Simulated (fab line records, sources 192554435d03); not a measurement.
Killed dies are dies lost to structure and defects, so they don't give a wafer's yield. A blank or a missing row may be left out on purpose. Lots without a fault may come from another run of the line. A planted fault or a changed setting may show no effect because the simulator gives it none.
Which tool did it? | flow n5_finfet | 10 lots, 30 wafers sampled, at 6 steps of a route of 1938

WHAT THE GAUGES READ, wafer by wafer
N5_STI_FIN_REVEAL_CD_MEAS_22: target cd 6.238 nm, pitch 28 nm. Usual: cd_nm 6.21 nm, standard deviation 0.27.
lot  | measured    | on        | cd_nm (nm)     | flag
L324 | day 2 19:55 | cd_sem-02 | 5.42 5.90 6.29 |
L326 | day 3 09:31 | cd_sem-01 | 6.39 5.77 6.30 |
L329 | day 4 00:54 | cd_sem-01 | 6.29 6.18 6.24 |
L330 | day 4 11:18 | cd_sem-01 | 6.33 6.60 6.50 |
L331 | day 4 16:47 | cd_sem-02 | 5.95 6.07 5.99 |
L333 | day 5 02:03 | cd_sem-02 | 5.87 6.79 6.49 |
L334 | day 5 07:11 | cd_sem-01 | 6.46 5.80 6.14 |
L337 | day 6 01:52 | cd_sem-01 | 5.84 6.44 6.53 |
L340 | day 6 21:07 | cd_sem-03 | 6.11 6.40 6.22 |
L343 | day 7 14:21 | cd_sem-03 | 6.29 6.07 6.24 |

N5_STI_FIN_REVEAL_INSPECT_13: inspects for defects (darkfield). Usual: raw_defect_count 12, standard deviation 5.2.
lot  | measured    | on                | raw_defect_count | flag
L324 | day 2 20:01 | defect_inspect-01 | 8 14 21          |
L326 | day 3 09:38 | defect_inspect-01 | 16 14 15         |
L329 | day 4 01:01 | defect_inspect-02 | 7 6 17           |
L330 | day 4 11:25 | defect_inspect-01 | 8 11 12          |
L331 | day 4 16:55 | defect_inspect-01 | 14 10 16         |
L333 | day 5 02:10 | defect_inspect-02 | 16 10 5          |
L334 | day 5 07:18 | defect_inspect-01 | 512 505 544      | OFF
L337 | day 6 01:58 | defect_inspect-02 | 554 528 500      | OFF
L340 | day 6 21:14 | defect_inspect-02 | 15 27 23         |
L343 | day 7 14:29 | defect_inspect-01 | 8 14 20          |

N5_BEOL_M4_RC_MEAS_101. Usual: DIBL_N 36.0 mV/V, standard deviation 1.7; DIBL_P 36.0 mV/V, standard deviation 2; IOFF_N 0.156 nA/um, standard deviation 0.028; IOFF_P 0.21 nA/um, standard deviation 0.04; ION_N 673 uA/um, standard deviation 12; ION_P 463 uA/um, standard deviation 8.3; SS_N 71.4 mV/dec, standard deviation 0.6; SS_P 73.3 mV/dec, standard deviation 0.66; VT_N 250 mV, standard deviation 3; VT_P -250 mV, standard deviation 3.8.
lot  | measured     | on        | DIBL_N (mV/V)  | DIBL_P (mV/V)  | IOFF_N (nA/um)    | IOFF_P (nA/um) | ION_N (uA/um) | ION_P (uA/um) | SS_N (mV/dec)  | SS_P (mV/dec)  | VT_N (mV)   | VT_P (mV)      | flag
L324 | day 8 05:31  | prober-01 | 33.3 35.7 35.2 | 32.2 35.4 34.4 | 0.102 0.135 0.136 | 0.17 0.20 0.20 | 653 654 666   | 460 456 459   | 70.6 72.1 71.4 | 72.2 73.7 72.7 | 256 254 254 | -253 -251 -249 |
L326 | day 8 11:33  | prober-02 | 36.9 36.9 34.7 | 36.3 35.9 34.3 | 0.167 0.153 0.123 | 0.18 0.18 0.16 | 677 660 672   | 461 448 457   | 71.3 71.9 70.7 | 73.6 73.7 72.6 | 250 255 254 | -254 -255 -254 |
L329 | day 9 11:20  | prober-02 | 39.3 36.9 38.1 | 39.6 36.2 36.6 | 0.205 0.154 0.160 | 0.27 0.21 0.21 | 676 662 662   | 471 456 455   | 72.0 71.2 71.5 | 75.0 74.1 74.0 | 248 254 254 | -247 -253 -254 |
L330 | day 9 17:29  | prober-01 | 36.7 38.2 37.4 | 35.6 37.2 36.1 | 0.160 0.192 0.167 | 0.20 0.23 0.21 | 682 669 680   | 462 458 463   | 72.3 71.8 71.4 | 72.7 73.3 73.8 | 249 245 247 | -252 -249 -249 |
L331 | day 9 16:02  | prober-02 | 36.1 36.3 36.6 | 35.1 35.6 35.9 | 0.155 0.168 0.159 | 0.20 0.22 0.22 | 669 681 673   | 462 465 461   | 71.7 70.9 71.8 | 73.6 73.2 74.5 | 252 248 251 | -251 -247 -250 |
L333 | day 10 11:10 | prober-02 | 32.3 34.6 34.7 | 32.4 35.4 35.3 | 0.112 0.156 0.142 | 0.19 0.23 0.22 | 658 682 660   | 462 467 459   | 70.2 71.0 71.6 | 72.7 73.5 73.2 | 254 250 252 | -249 -247 -247 |
L334 | day 10 20:08 | prober-01 | 39.2 32.8 35.6 | 38.8 30.8 34.7 | 0.220 0.107 0.146 | 0.28 0.16 0.21 | 699 658 670   | 477 465 463   | 72.1 70.5 71.4 | 74.7 72.3 73.2 | 243 254 252 | -247 -252 -252 |
L337 | day 11 05:07 | prober-01 | 35.5 37.3 37.1 | 34.7 36.9 37.1 | 0.141 0.182 0.174 | 0.20 0.23 0.24 | 656 684 688   | 460 472 467   | 70.8 71.4 71.6 | 73.3 72.7 73.9 | 254 249 249 | -251 -248 -248 |
L340 | day 12 10:09 | prober-02 | 38.8 37.1 37.9 | 38.5 36.2 36.2 | 0.179 0.156 0.163 | 0.24 0.22 0.22 | 675 687 672   | 463 470 460   | 71.9 71.3 71.2 | 73.6 72.2 72.9 | 249 248 251 | -250 -248 -249 |
L343 | day 13 12:47 | prober-01 | 38.1 37.2 38.8 | 38.5 36.4 38.3 | 0.208 0.179 0.202 | 0.24 0.20 0.25 | 692 673 686   | 468 455 466   | 71.7 71.9 72.1 | 73.9 73.5 74.6 | 247 249 246 | -249 -254 -250 |

WHICH TOOL RAN EACH LOT (tool, then ch and the chambers of the sampled wafers, then the start)
lot  | N5_STI_FIN_REVEAL_ALD_00         | N5_STI_FIN_REVEAL_STRIP_24        | N5_STI_FIN_REVEAL_CLEAN_19
L324 | ald_sin-02 ch 0,1,3, day 2 10:36 | rie_diel-03 ch 0,3, day 2 17:00   | wet_bench-02 ch 0,2,6, day 2 19:49
L326 | ald_sin-04 ch 0,1, day 3 00:51   | rie_diel-01 ch 0,3, day 3 06:32   | wet_bench-02 ch 1,2,7, day 3 09:26
L329 | ald_sin-04 ch 0,2,3, day 3 16:16 | rie_diel-06 ch 0,2, day 3 21:55   | wet_bench-02 ch 0,5,7, day 4 00:50
L330 | ald_sin-03 ch 1,2,3, day 4 02:13 | rie_diel-01 ch 0,1, day 4 07:52   | wet_bench-01 ch 3,4,5, day 4 11:13
L331 | ald_sin-03 ch 0,1,2, day 4 07:49 | rie_diel-01 ch 2,3, day 4 13:53   | wet_bench-03 ch 0,1,2, day 4 16:43
L333 | ald_sin-03 ch 0,3, day 4 17:27   | rie_diel-03 ch 0,3, day 4 23:10   | wet_bench-03 ch 2,5,7, day 5 01:59
L334 | ald_sin-03 ch 0,2, day 4 22:37   | rie_diel-06 ch 0,1,3, day 5 04:18 | wet_bench-02 ch 0,6,7, day 5 07:07
L337 | ald_sin-02 ch 0,1,3, day 5 17:01 | rie_diel-03 ch 0,3, day 5 22:58   | wet_bench-02 ch 0,6,7, day 6 01:47
L340 | ald_sin-03 ch 0,1,3, day 6 11:52 | rie_diel-06 ch 2,3, day 6 18:11   | wet_bench-01 ch 4,5,7, day 6 21:03
L343 | ald_sin-04 ch 0,3, day 7 05:18   | rie_diel-03 ch 0,1,2, day 7 11:13 | wet_bench-01 ch 3,5,6, day 7 14:16
- N5_STI_FIN_REVEAL_ALD_00: deposits SiO2, target thk 1 nm, pulse time 1 s.
- N5_STI_FIN_REVEAL_STRIP_24: strips in N2/H2, time 90 s.
- N5_STI_FIN_REVEAL_CLEAN_19: cleans in O3/DIW, time 120 s.

WHAT THE TOOLS THEMSELVES READ (means of the sampled wafers that have a number; where no wafer has one, the mark that the record gives instead)
N5_STI_FIN_REVEAL_ALD_00. Usual: heater_power_w 461 W, standard deviation 51; precursor_pulse_height_rel 1.000, standard deviation 0.019.
lot  | tool       | heater_power_w (W) | precursor_pulse_height_rel | flag
L324 | ald_sin-02 | 491                | 0.964                      |
L326 | ald_sin-04 | 448                | 0.985                      |
L329 | ald_sin-04 | 444                | 0.997                      |
L330 | ald_sin-03 | 462                | 1.003                      |
L331 | ald_sin-03 | 428                | 0.984                      |
L333 | ald_sin-03 | 449                | 0.997                      |
L334 | ald_sin-03 | 391                | 1.021                      |
L337 | ald_sin-02 | 483                | 1.000                      |
L340 | ald_sin-03 | 487                | 1.011                      |
L343 | ald_sin-04 | 466                | 1.013                      |

N5_STI_FIN_REVEAL_STRIP_24. Usual: drypump_motor_current_A 5.8 A, standard deviation 0.42; oes_product_au 0.78 a.u., standard deviation 0.096; rf_vpp_V 45.4 V, standard deviation 0.81; showerhead_plenum_p_Torr 3.42 Torr, standard deviation 0.081; throttle_valve_pct 12.3 %, standard deviation 0.3.
lot  | tool        | drypump_motor_current_A (A) | oes_product_au (a.u.) | rf_vpp_V (V) | showerhead_plenum_p_Torr (Torr) | throttle_valve_pct (%) | flag
L324 | rie_diel-03 | 5.8                         | 0.71                  | 45.1         | 3.38                            | 12.4                   |
L326 | rie_diel-01 | 5.9                         | 0.74                  | 44.9         | 3.41                            | 12.4                   |
L329 | rie_diel-06 | 5.3                         | 0.78                  | 45.3         | 3.53                            | 12.3                   |
L330 | rie_diel-01 | 6.5                         | 0.84                  | 44.8         | 3.45                            | 12.0                   |
L331 | rie_diel-01 | 5.4                         | 0.73                  | 44.9         | 3.35                            | 12.4                   |
L333 | rie_diel-03 | 5.8                         | 0.71                  | 45.1         | 3.37                            | 12.5                   |
L334 | rie_diel-06 | 5.6                         | 0.85                  | 45.6         | 3.51                            | 12.2                   |
L337 | rie_diel-03 | 5.8                         | 0.69                  | 45.8         | 3.36                            | 12.5                   |
L340 | rie_diel-06 | 5.6                         | 0.71                  | 45.3         | 3.45                            | 12.6                   |
L343 | rie_diel-03 | 5.7                         | 0.92                  | 45.0         | 3.40                            | 12.1                   |

THE ANSWER, worked out from the rows above alone
Rule: a lot is off if the mean of its wafers that have a number lies more than 3 standard deviations from the usual mean. A lot without any number at a reading at which 4 lots or more have one is off too. The other lots that the step has rows for count as sound. The gauges are gone through in route order, then the tools' own readings, and for those a lot's mean is taken as printed above. The first step at which some lot is off is used, and at that step the reading that is off furthest; a lot without a number counts as furthest.
Off: L334, L337, at N5_STI_FIN_REVEAL_INSPECT_13 (raw_defect_count).
A tool fits if, at a process step before that reading, it ran every lot that is off, and no sound lot after the first of them. The gauges at N5_STI_FIN_REVEAL_INSPECT_13 are tried like those tools. One fits: wet_bench-02 at N5_STI_FIN_REVEAL_CLEAN_19. Its last sound lot is L329 (day 4 00:50), its first lot that is off L334 (day 5 07:07): a fault that began between those two fits.

WHAT THE SIMULATOR HAD PUT IN
Chamber particle source: wet_bench-02, from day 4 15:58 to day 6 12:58, at N5_STI_FIN_REVEAL_CLEAN_19. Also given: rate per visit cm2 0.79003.
Lots struck among those shown: L334, L337. The rule above found the same.
